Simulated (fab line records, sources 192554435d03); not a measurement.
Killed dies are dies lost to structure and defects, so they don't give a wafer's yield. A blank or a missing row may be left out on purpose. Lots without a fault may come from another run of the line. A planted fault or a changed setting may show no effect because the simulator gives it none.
fab line records | flow n5_finfet
record lots=5 wafers=13 last_day=18
route steps=1938 shown BEOL_M0_SAQP@683 BEOL_M0_CUTY@701 BEOL_M4@1111 PASSIVATION@1936
lots that met no fault: from a run of the same line without faults
start_h: hours from the record's first day to the start of the lot's first wafer shown | wait_h: hours since the lot's step before | " the same as in the row above | L1.1+2: a row that stands for several wafers | - no value, or no start given | * or withheld: withheld | < > ~ a bound
route shown NAME@n: a module of which the file shows steps, and the number in the route of the first | usual: mean/standard deviation of fault-free wafers | same: alike in all rows | chamber/n: place in a boat | sites: the reading at each site | _std_site: their standard deviation | _edge_site: outer sites' mean less inner sites' | radius_mm: how far each site lies from the wafer's centre | mask NAME#n: copy n | behind: the tool/chamber that last shaped the wafer | hold: why the lot was held/for how many hours/how that ended | device: the transistor (n, p or np) that didn't switch | end of line: the same wafers' tests at the end of the route | a step without rows: its recipe alone | killed: dies lost to structure and defects at the first sort, not the wafer's yield | map: a wafer's dies, x killed, . not, _ none there
set.NAME: the setting as run; set.NAME@STEP: as run at that earlier step | model.NAME: the simulator's own value behind a step, which no gauge read
lots at some steps of the route; a table a step, a row a wafer
services: from which hour (start_h, from the record's first day; less than 0 if before it) a tool's chamber was out of use, for how many hours, and why
## steps
# step N5_BEOL_M0_SAQP_COAT_34
# recipe resist=CAR-EUV spin_rpm=1500 resist_thk_nm=30
# step N5_BEOL_M0_SAQP_EBR_36
# recipe solvent=PGMEA ebr_width_mm=1.5
# step N5_BEOL_M0_SAQP_SOFTBAKE_35
# recipe temp_c=110 time_s=60 resist=CAR-EUV
# step N5_BEOL_M0_SAQP_EXPOSE_37
# recipe mask_id=M0_CUT1 na=0.33 source_shape=annular sigma_inner=0.35 sigma_outer=0.8 polarization=unpolarized target_cd_nm=30 dose_mj=44.75
# step N5_BEOL_M0_SAQP_PEB_38
# recipe peb_temp_c=100 peb_time_s=60 resist=CAR-EUV
# step N5_BEOL_M0_SAQP_DEVELOP_39
# recipe develop_time_s=30 developer=TMAH resist=CAR-EUV rinse_liquid=surfactant_rinse dry=air_spin dev_temp_c=23
# step N5_BEOL_M0_SAQP_DESCUM_45
# recipe chemistry=O2 time_s=7 source_power_w=50 bias_power_w=20 pressure_mtorr=20 rf_frequency_hz=2.712e+07 temp_c=40 resist=CAR-EUV o2_flow_sccm=225
# step N5_BEOL_M0_SAQP_ETCH_88
# recipe chemistry=N2/H2 target=underlayer target_depth_a=65 time_s=5.2 ion_energy_ev=200 mask_material=CAR-EUV pressure_mtorr=30 source_w=840 bias_w=150 n2_flow_sccm=200 h2_flow_sccm=200 ends=cleared
# step N5_BEOL_M0_SAQP_ETCH_73
# recipe chemistry=CF4 target=SiARC target_depth_a=195 mask_material=CAR-EUV time_s=32.5 ion_energy_ev=80 pressure_mtorr=40 source_w=545 bias_w=36 Ar_flow_sccm=100 cf4_flow_sccm=100 ends=cleared
# step N5_BEOL_M0_SAQP_CUT_ETCH_46
# recipe chemistry=N2/H2 target=SOC target_depth_a=1350 overetch_a=270 temp_c=40 time_s=202.5 ion_energy_ev=200 mask_material=SiARC pressure_mtorr=30 source_w=840 bias_w=150 n2_flow_sccm=200 h2_flow_sccm=200
# usual drypump_motor_current_A=5.9/0.73 h2_flow_sccm=200.0/0.59 rf_vpp_V=523.4/2.1 showerhead_plenum_p_Torr=2.53/0.077 temp_c=40.00/0.12 throttle_valve_pct=17.68/0.23
# columns lot.wafer tool chamber start_h wait_h drypump_motor_current_A h2_flow_sccm rf_hours_counter_h rf_vpp_V showerhead_plenum_p_Torr temp_c throttle_valve_pct model.SiARC_of_BEOL_M0_SAQP_COAT_72.thk_nm model.BEOL_M0_SAQP.cd_nm model.SOC_of_BEOL_M0_SAQP_COAT_69.thk_nm
L630.3 rie_diel-04 3 169.58 0.0 6.8 199.8 57 521.8 2.47 39.92 17.72 4.8 29.6 89.6
L630.4 " 2 " " 6.5 200.3 - 522.3 2.48 40.01 17.27 5 30 89.8
L630.5 " 3 " " 6.8 199.7 - 521.3 2.47 39.88 17.72 4.8 29.6 89.8
L635.2 rie_diel-04 2 193.60 0.0 6.5 200.5 20 521.1 2.48 40.08 17.32 0 34 88.4
L635.5 " 2 " " 6.6 200.4 - 522.3 2.48 40.04 17.30 5 30.2 90.2
L636.1 rie_diel-04 1 210.76 0.0 4.7 199.3 168 527.2 2.66 39.75 17.80 4.8 30.2 89.8
L636.3 " 0 " " 5.4 199.7 198 527.0 2.64 39.85 17.80 0 34.2 87.8
L636.4 " 2 " " 6.5 200.2 25 523.0 2.47 39.93 17.32 5 29.8 89.8
L638.2 rie_diel-04 1 212.92 0.0 4.7 200.4 168 527.5 2.66 40.07 17.80 0 34.6 85.8
L638.5 " 3 " " 6.7 200.1 - 522.4 2.47 40.03 17.73 4.8 29.8 90
L643.2 rie_diel-01 2 242.91 0.0 5.2 199.0 181 523.7 2.53 39.94 17.58 5.2 30.6 90
L643.5 " 1 " " 4.9 200.4 - 519.6 2.40 39.95 17.89 5.2 29.8 89.8
L643.6 " 0 " " 5.6 199.9 - 524.1 2.55 39.93 17.80 4.8 30.6 89.8
# step N5_BEOL_M0_SAQP_STRIP_74
# recipe chemistry=N2/H2 temp_c=40 n2_flow_sccm=200 h2_flow_sccm=200 rf_frequency_hz=6e+07
# step N5_BEOL_M0_SAQP_STRIP_89
# recipe chemistry=N2/H2 temp_c=40 n2_flow_sccm=200 h2_flow_sccm=200 rf_frequency_hz=6e+07
# step N5_BEOL_M0_SAQP_ALD_48
# recipe material=SiO2 target_thk_a=200 temp_c=100 ald_precursor_family=BDEAS ald_co_reactant=O2-plasma pulse_time_s=1 co_reactant_pulse_time_s=1 purge_time_s=2 co_reactant_purge_time_s=2 ald_cycles=139 pressure_torr=2
# step N5_BEOL_M0_SAQP_ETCH_49
# recipe chemistry=CF4/O2 target_depth_a=370 target=SiO2 pressure_mtorr=40 source_w=535 bias_w=49 Ar_flow_sccm=100 cf4_flow_sccm=100 O2_flow_sccm=10 ion_energy_ev=100
# usual O2_flow_sccm=10.00/0.03 drypump_motor_current_A=5.9/0.76 oes_product_au=0.79/0.067 rf_vpp_V=242/6 showerhead_plenum_p_Torr=2.20/0.059 throttle_valve_pct=15.72/0.18
# columns lot.wafer tool chamber start_h wait_h O2_flow_sccm drypump_motor_current_A oes_product_au rf_hours_counter_h rf_vpp_V showerhead_plenum_p_Torr throttle_valve_pct model.BEOL_M0_SAQP.cd_nm model.SOC_of_BEOL_M0_SAQP_COAT_69.thk_nm
L630.3 rie_diel-03 0 170.32 0.3 9.97 6.4 0.81 87 240 2.21 15.60 29.4 70.6
L630.4 " 3 " " 9.97 6.5 0.73 201 233 2.18 15.88 30 70.4
L630.5 " 1 " " 10.03 5.3 0.85 - 236 2.24 15.35 29.6 70.6
L635.2 rie_diel-04 3 194.32 0.3 10.01 6.7 0.82 66 250 2.16 15.75 34.2 69.2
L635.5 " 1 " " 10.00 4.7 0.74 - 242 2.28 15.69 30.2 71
L636.1 rie_diel-04 3 211.76 0.3 10.04 6.7 0.82 71 248 2.15 15.77 30.2 70.6
L636.3 " 2 " " 9.96 6.5 0.88 25 247 2.15 15.44 34.2 68.6
L636.4 " 1 " " 10.02 4.7 0.73 168 244 2.28 15.72 29.8 70.6
L638.2 rie_diel-04 2 213.64 0.3 10.02 6.5 0.88 26 246 2.15 15.46 34.6 66.4
L638.5 " 3 " " 9.98 6.8 0.83 - 247 2.15 15.76 29.8 70.2
L643.2 rie_diel-01 3 244.11 0.3 9.95 6.4 0.84 55 234 2.16 15.79 30.4 70.8
L643.5 " 1 " " 10.01 4.9 0.70 - 243 2.10 15.96 29.8 70.8
L643.6 " 0 " " 10.01 5.6 0.78 - 241 2.23 16.03 30.6 70.4
# step N5_BEOL_M0_SAQP_STRIP_75
# recipe chemistry=CF4 resist=SiARC power_w=300 bias_power_w=75 pressure_mtorr=50 cf4_flow_sccm=150 rf_frequency_hz=6e+07
# step N5_BEOL_M0_CUTY_COAT_50
# recipe resist=SiARC temp_c=220 time_s=60 spin_rpm=1500 resist_thk_nm=15
# step N5_BEOL_M0_CUTY_COAT_51
# recipe resist=CAR-ArF-block spin_rpm=1500 resist_thk_nm=150
# step N5_BEOL_M0_CUTY_EBR_52
# recipe solvent=PGMEA ebr_width_mm=1.5
# step N5_BEOL_M0_CUTY_SOFTBAKE_53
# recipe temp_c=110 time_s=60 resist=CAR-ArF-block
# step N5_BEOL_M0_CUTY_EXPOSE_54
# recipe mask_id=M0_ABLK na=1.35 source_shape=conventional sigma_outer=0.8 polarization=unpolarized dose_mj=36
# step N5_BEOL_M0_CUTY_PEB_55
# recipe peb_temp_c=110 peb_time_s=60 resist=CAR-ArF-block
# step N5_BEOL_M0_CUTY_DEVELOP_56
# recipe develop_time_s=30 developer=TMAH resist=CAR-ArF-block rinse_liquid=diw dry=air_spin dev_temp_c=23
# step N5_BEOL_M0_CUTY_DESCUM_61
# recipe chemistry=O2 time_s=7.9 source_power_w=50 bias_power_w=20 pressure_mtorr=20 rf_frequency_hz=2.712e+07 temp_c=40 resist=CAR-ArF-block o2_flow_sccm=225
# step N5_BEOL_M0_CUTY_ETCH_62
# recipe chemistry=CF4 target=SiARC mask_material=CAR-ArF-block time_s=58.5 ion_energy_ev=80 pressure_mtorr=40 source_w=545 bias_w=36 Ar_flow_sccm=100 cf4_flow_sccm=100 ends=cleared
# step N5_BEOL_M0_CUTY_ETCH_63
# recipe chemistry=N2/H2 target=SOC target_depth_a=827 overetch_a=165 mask_material=SiARC temp_c=40 ion_energy_ev=200 time_s=124 pressure_mtorr=30 source_w=840 bias_w=150 n2_flow_sccm=200 h2_flow_sccm=200
# usual drypump_motor_current_A=6.0/0.56 h2_flow_sccm=200.1/0.64 oes_product_au=0.63/0.045 rf_vpp_V=523.7/2.2 showerhead_plenum_p_Torr=2.54/0.07 temp_c=40.02/0.12 throttle_valve_pct=17.8/0.32
# columns lot.wafer tool chamber start_h wait_h drypump_motor_current_A h2_flow_sccm oes_product_au rf_hours_counter_h rf_vpp_V showerhead_plenum_p_Torr temp_c throttle_valve_pct model.etch.depth_nm
L630.3 rie_diel-05 1 171.08 0.0 6.7 199.3 0.64 110 525.5 2.55 39.92 17.4 70.57
L630.4 " 2 " " 6.3 201.0 0.59 - 522.8 2.54 40.12 18.3 70.4
L630.5 " 1 " " 6.6 201.0 0.65 - 524.4 2.55 39.97 17.4 70.64
L635.2 rie_diel-05 0 194.99 0.0 6.4 198.5 0.66 102 524.7 2.56 40.23 17.7 69.12
L635.5 " 2 " " 6.3 200.7 0.59 - 523.9 2.53 39.86 18.3 70.93
L636.1 rie_diel-05 0 212.42 0.0 6.4 200.1 0.66 107 524.7 2.56 40.03 17.8 70.53
L636.3 " 3 " " 5.4 201.7 0.68 60 521.8 2.48 39.96 17.7 68.54
L636.4 " 1 " " 6.7 200.7 0.63 124 523.9 2.55 39.98 17.4 70.58
L638.2 rie_diel-02 1 214.35 0.0 6.7 199.4 0.64 91 526.3 2.67 40.10 17.4 66.41
L638.5 " 2 " " 6.1 200.2 0.63 - 523.6 2.56 40.31 17.9 70.16
L643.2 rie_diel-06 1 244.79 0.0 5.5 200.0 0.57 210 520.4 2.41 39.78 18.3 70.89
L643.5 " 2 " " 4.9 199.3 0.56 - 524.2 2.61 39.99 18.3 70.79
L643.6 " 1 " " 5.5 200.6 0.56 - 521.7 2.41 40.03 18.3 70.32
# step N5_BEOL_M0_CUTY_STRIP_64
# recipe chemistry=N2/H2 temp_c=40 n2_flow_sccm=200 h2_flow_sccm=200 rf_frequency_hz=6e+07
# step N5_BEOL_M4_RC_MEAS_101
# usual DIBL_N=36.3/2 DIBL_P=36.3/2.4 IOFF_N=0.16/0.034 IOFF_P=0.21/0.035 ION_N=672/12 ION_P=459/6.5 SS_N=71.6/0.67 SS_P=73.3/0.71 VT_N=250/3.5 VT_P=-251/3
# columns lot.wafer tool chamber start_h wait_h DIBL_N[mV/V] DIBL_P[mV/V] IOFF_N[nA/um] IOFF_P[nA/um] ION_N[uA/um] ION_P[uA/um] SS_N[mV/dec] SS_P[mV/dec] VT_N[mV] VT_P[mV]
L630.3 prober-02 0 254.00 0.3 35.8 35.0 0.13 0.22 651 452 71.9 73.3 253 -246
L630.4 " 0 " " 36.7 36.4 0.16 0.24 664 466 71.2 73.9 252 -246
L630.5 " 0 " " 36.9 36.1 0.16 0.24 669 463 72.0 73.8 250 -247
L635.2 prober-01 0 261.41 0.2 38.7 40.3 0.22 0.28 682 465 73.0 75.1 249 -242
L635.5 " 0 " " 36.1 38.5 0.17 0.24 670 455 72.0 75.0 253 -247
L636.1 prober-01 0 288.20 0.0 39.1 37.0 0.20 0.22 677 455 71.3 74.1 246 -250
L636.3 " 0 " " 37.6 37.0 0.17 0.23 691 475 71.6 73.3 250 -248
L636.4 " 0 " " 36.3 34.6 0.13 0.18 668 454 71.3 72.6 252 -253
L638.2 prober-02 0 303.11 0.2 36.4 37.4 0.15 0.21 669 465 71.6 72.7 252 -247
L638.5 " 0 " " 36.7 38.0 0.16 0.22 684 474 72.0 73.5 249 -248
L643.2 prober-01 0 318.02 0.2 35.9 35.0 0.15 0.18 671 458 71.1 73.6 248 -254
L643.5 " 0 " " 35.2 35.0 0.15 0.18 672 460 71.1 73.3 250 -252
L643.6 " 0 " " 35.6 35.9 0.16 0.20 681 465 71.5 73.4 249 -251
# step N5_PASSIVATION_PROBE_49
# usual defect_limited_yield=91.4/1.5 killed_at_M0_to_M3=33/11 killed_at_M4_up=14/5.3 killed_at_contacts=13/6.2 killed_at_front_end=39/13 killed_at_other=3.1/2.8 killed_dies=102/17 killed_open=68/13 killed_short=32/7.8 sort_bin_5_function=5.1/0.95 sort_bin_6_memory=3.2/0.7 sort_n_pass=1078/18 sort_yield_pct=91.3/1.5
# same gross_dies=1180 killed_at_back_side=0 sort_bin_4_leakage[%]=0 sort_bin_8_speed[%]=0
# columns lot.wafer tool chamber start_h wait_h defect_limited_yield[%] killed_at_M0_to_M3 killed_at_M4_up killed_at_contacts killed_at_front_end killed_at_other killed_dies killed_open killed_short sort_bin_5_function[%] sort_bin_6_memory[%] sort_n_pass sort_yield_pct[%]
L638.5 prober-01 - 410.03 0.2 92.1 33 16 16 25 3 93 58 35 3.9 3.4 1087 92.1
# killed by level:class
L638.5 MOL_CONTACT_COAG:geometric_particle:open=12 BEOL_M0_SAQP:geometric_particle:short=11 STI_FIN_REVEAL:geometric_particle:open=6 BEOL_M8:geometric_particle:open=6 BEOL_M0_SAQP:geometric_particle:open=5 BEOL_M3:geometric_particle:open=5 FIN_SAQP:geometric_particle:open=4 MOL_CONTACT_COAG:geometric_particle:short=4
## services
# columns tool chamber start_h hours kind
rie_diel-05 - 146.10 14.6 pm
rie_diel-04 3 157.82 7.7 repair
rie_diel-01 3 159.74 5.1 repair
rie_diel-05 0 161.45 14.5 repair
rie_diel-04 0 164.51 10.8 repair
rie_diel-05 2 176.47 4.3 repair
rie_diel-01 0 192.03 15.2 repair
rie_diel-01 3 199.51 13.7 repair
rie_diel-01 1 203.97 4.9 repair
rie_diel-02 - 212.23 1.0 repair
rie_diel-06 - 227.77 0.4 repair
rie_diel-05 3 229.94 6.9 repair
rie_diel-01 3 233.71 4.6 repair
rie_diel-05 2 235.44 7.4 repair
## key
first_sign none at tools or gauges
model_effect step=N5_BEOL_M0_SAQP_CUT_ETCH_46 value=SiARC_of_BEOL_M0_SAQP_COAT_72.thk_nm without=4.933 struck=0
model_effect step=N5_BEOL_M0_SAQP_ETCH_49 value=BEOL_M0_SAQP.cd_nm without=29.87 struck=34.33
model_effect step=N5_BEOL_M0_CUTY_ETCH_63 value=etch.depth_nm without=70.63 struck=68.02
met_at N5_BEOL_M0_SAQP_CUT_ETCH_46
struck_wafers L635.2,L636.3,L638.2
onset_between 169.58 193.60
fault kind=process_parameter_drift tool=rie_diel-04 chamber=- onset_h=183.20 steps=N5_BEOL_M0_SAQP_CUT_ETCH_46 channel=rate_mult offset=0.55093 shape=step end_h=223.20 scope=struck_wafers_only
